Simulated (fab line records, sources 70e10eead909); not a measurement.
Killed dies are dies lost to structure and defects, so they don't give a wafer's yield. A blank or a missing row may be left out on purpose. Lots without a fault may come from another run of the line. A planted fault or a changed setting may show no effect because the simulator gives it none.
Which tool did it? | flow nand_harc | 13 lots, 39 wafers sampled, at 5 steps of a route of 1302

WHAT THE GAUGES READ, wafer by wafer
NHARC_P_STI_INSPECT_25. Usual: raw_defect_count 218, standard deviation 91.
lot  | measured     | on                | raw_defect_count | flag
L728 | day 4 05:38  | defect_inspect-02 | 300 274 272      |
L729 | day 4 10:24  | defect_inspect-02 | 318 275 215      |
L730 | day 4 19:53  | defect_inspect-02 | 204 109 151      |
L733 | day 6 02:50  | defect_inspect-01 | 316 277 391      |
L735 | day 7 08:02  | defect_inspect-01 | 332 233 166      |
L737 | day 7 22:04  | defect_inspect-01 | 190 121 122      |
L739 | day 8 18:30  | defect_inspect-02 | 238 241 278      |
L745 | day 11 00:53 | defect_inspect-02 | 215 164 178      |
L746 | day 11 10:56 | defect_inspect-01 | 187 257 235      |
L747 | day 11 22:01 | defect_inspect-01 | 168 148 173      |
L749 | day 12 17:34 | defect_inspect-01 | 174 155 134      |
L750 | day 13 03:38 | defect_inspect-02 | 134 195 157      |
L751 | day 13 15:11 | defect_inspect-01 | 194 181 221      |

NHARC_P_GATE_CD_MEAS_26: target cd 120 nm. Usual: cd_nm 119.8 nm, standard deviation 0.45.
lot  | measured     | on        | cd_nm (nm)        | flag
L728 | day 5 05:43  | cd_sem-03 | 119.5 119.7 119.7 |
L729 | day 5 08:52  | cd_sem-02 | 119.0 120.2 119.4 |
L730 | day 5 23:09  | cd_sem-01 | 119.7 120.0 119.9 |
L733 | day 7 01:22  | cd_sem-03 | 120.6 120.4 120.1 |
L735 | day 8 10:38  | cd_sem-01 | 119.6 118.5 119.8 |
L737 | day 8 20:58  | cd_sem-02 | 113.0 112.7 112.8 | OFF
L739 | day 9 20:21  | cd_sem-01 | 119.2 119.8 119.0 |
L745 | day 12 00:24 | cd_sem-02 | 119.3 119.8 119.8 |
L746 | day 12 09:02 | cd_sem-02 | 119.8 120.2 119.9 |
L747 | day 12 20:27 | cd_sem-01 | 119.1 119.4 119.4 |
L749 | day 13 15:48 | cd_sem-03 | 119.6 120.2 120.3 |
L750 | day 14 02:26 | cd_sem-02 | 120.1 119.6 119.8 |
L751 | day 14 14:25 | cd_sem-02 | 120.2 119.3 120.4 |

NHARC_P_GATE_CD_MEAS_46: target cd 720 nm. Usual: cd_nm 719.9 nm, standard deviation 1.3.
lot  | measured     | on        | cd_nm (nm)        | flag
L728 | day 5 17:25  | cd_sem-01 | 719.3 719.7 719.3 |
L729 | day 5 20:47  | cd_sem-03 | 720.2 720.2 718.5 |
L730 | day 6 11:05  | cd_sem-03 | 720.2 720.8 722.1 |
L733 | day 7 13:10  | cd_sem-02 | 719.9 720.3 719.0 |
L735 | day 8 22:28  | cd_sem-03 | 721.1 721.0 719.8 |
L737 | day 9 08:59  | cd_sem-02 | 721.9 723.6 721.0 |
L739 | day 10 11:41 | cd_sem-03 | 718.2 717.3 719.5 |
L745 | day 12 12:17 | cd_sem-03 | 717.7 718.4 718.5 |
L746 | day 12 20:58 | cd_sem-01 | 719.8 718.5 720.8 |
L747 | day 13 08:25 | cd_sem-01 | 718.1 718.8 719.1 |
L749 | day 14 03:45 | cd_sem-01 | 720.1 720.4 718.4 |
L750 | day 14 16:41 | cd_sem-02 | 723.5 722.5 721.9 |
L751 | day 15 02:29 | cd_sem-03 | 719.9 720.1 718.9 |

WHICH TOOL RAN EACH LOT (tool, then ch and the chambers of the sampled wafers, then the start)
lot  | NHARC_P_STI_CMP_21            | NHARC_P_GATE_EXPOSE_23
L728 | cmp-03 ch 0,1,2, day 3 20:50  | arfi_scanner-03 ch 0, day 5 05:35
L729 | cmp-01 ch 1,2,3, day 4 01:59  | arfi_scanner-02 ch 0, day 5 08:43
L730 | cmp-03 ch 0,1,3, day 4 11:41  | arfi_scanner-02 ch 0, day 5 23:01
L733 | cmp-03 ch 0,1,2, day 5 18:08  | arfi_scanner-02 ch 0, day 7 01:13
L735 | cmp-02 ch 0,1, day 6 21:19    | arfi_scanner-01 ch 0, day 8 10:29
L737 | cmp-02 ch 0,1,3, day 7 14:22  | arfi_scanner-02 ch 0, day 8 20:50
L739 | cmp-01 ch 1,2,3, day 8 10:34  | arfi_scanner-02 ch 0, day 9 20:13
L745 | cmp-02 ch 1,2,3, day 10 15:08 | arfi_scanner-02 ch 0, day 12 00:16
L746 | cmp-02 ch 0,2,3, day 11 03:07 | arfi_scanner-02 ch 0, day 12 08:53
L747 | cmp-02 ch 1,2,3, day 11 13:52 | arfi_scanner-03 ch 0, day 12 20:19
L749 | cmp-01 ch 0,1,2, day 12 06:57 | arfi_scanner-02 ch 0, day 13 15:40
L750 | cmp-01 ch 0,2,3, day 12 19:00 | arfi_scanner-01 ch 0, day 14 02:18
L751 | cmp-03 ch 0,1, day 13 06:31   | arfi_scanner-02 ch 0, day 14 14:17
- NHARC_P_STI_CMP_21: polishes, t overpolish 20 s, target thk 380.67 nm.
- NHARC_P_GATE_EXPOSE_23: exposes mask P GATE, target cd 120 nm.

WHAT THE TOOLS THEMSELVES READ (means of the sampled wafers that have a number; where no wafer has one, the mark that the record gives instead)
NHARC_P_STI_CMP_21. Usual: edge_zone_pressure_frac 1.000, standard deviation 0.0047; motor_current_A 12.7 A, standard deviation 0.75; overpolish_run_s 20.000 s, standard deviation 0.0093.
lot  | tool   | edge_zone_pressure_frac | motor_current_A (A) | overpolish_run_s (s) | flag
L728 | cmp-03 | 1.003                   | 13.1                | 19.998               |
L729 | cmp-01 | 0.998                   | 12.1                | 19.991               |
L730 | cmp-03 | 1.005                   | 12.5                | 19.994               |
L733 | cmp-03 | 1.001                   | 12.7                | 19.990               |
L735 | cmp-02 | 1.004                   | 12.2                | 19.998               |
L737 | cmp-02 | 1.005                   | 12.9                | 20.008               |
L739 | cmp-01 | 1.005                   | 12.5                | 19.994               |
L745 | cmp-02 | 0.993                   | 13.9                | 20.000               |
L746 | cmp-02 | 1.006                   | 13.1                | 20.000               |
L747 | cmp-02 | 1.002                   | 13.4                | 20.002               |
L749 | cmp-01 | 1.002                   | 12.4                | 20.009               |
L750 | cmp-01 | 0.998                   | 12.4                | 20.008               |
L751 | cmp-03 | 0.998                   | 12.8                | 19.999               |

NHARC_P_GATE_EXPOSE_23. Usual: exposure_dose_mJ_cm2 93.90, standard deviation 0.092.
lot  | tool            | exposure_dose_mJ_cm2 | flag
L728 | arfi_scanner-03 | 93.81                |
L729 | arfi_scanner-02 | 93.88                |
L730 | arfi_scanner-02 | 93.86                |
L733 | arfi_scanner-02 | 93.80                |
L735 | arfi_scanner-01 | 93.90                |
L737 | arfi_scanner-02 | 93.82                |
L739 | arfi_scanner-02 | 94.01                |
L745 | arfi_scanner-02 | 93.85                |
L746 | arfi_scanner-02 | 93.83                |
L747 | arfi_scanner-03 | 94.06                |
L749 | arfi_scanner-02 | 93.95                |
L750 | arfi_scanner-01 | 93.98                |
L751 | arfi_scanner-02 | 93.87                |

THE ANSWER, worked out from the rows above alone
Rule: a lot is off if the mean of its wafers that have a number lies more than 3 standard deviations from the usual mean. A lot without any number at a reading at which 4 lots or more have one is off too. The other lots that the step has rows for count as sound. The gauges are gone through in route order, then the tools' own readings, and for those a lot's mean is taken as printed above. The first step at which some lot is off is used, and at that step the reading that is off furthest; a lot without a number counts as furthest.
Off: L737, at NHARC_P_GATE_CD_MEAS_26 (cd_nm).
A tool fits if, at a process step before that reading, it ran every lot that is off, and no sound lot after the first of them. The gauges at NHARC_P_GATE_CD_MEAS_26 are tried like those tools. None of those tried fits.

WHAT THE SIMULATOR HAD PUT IN
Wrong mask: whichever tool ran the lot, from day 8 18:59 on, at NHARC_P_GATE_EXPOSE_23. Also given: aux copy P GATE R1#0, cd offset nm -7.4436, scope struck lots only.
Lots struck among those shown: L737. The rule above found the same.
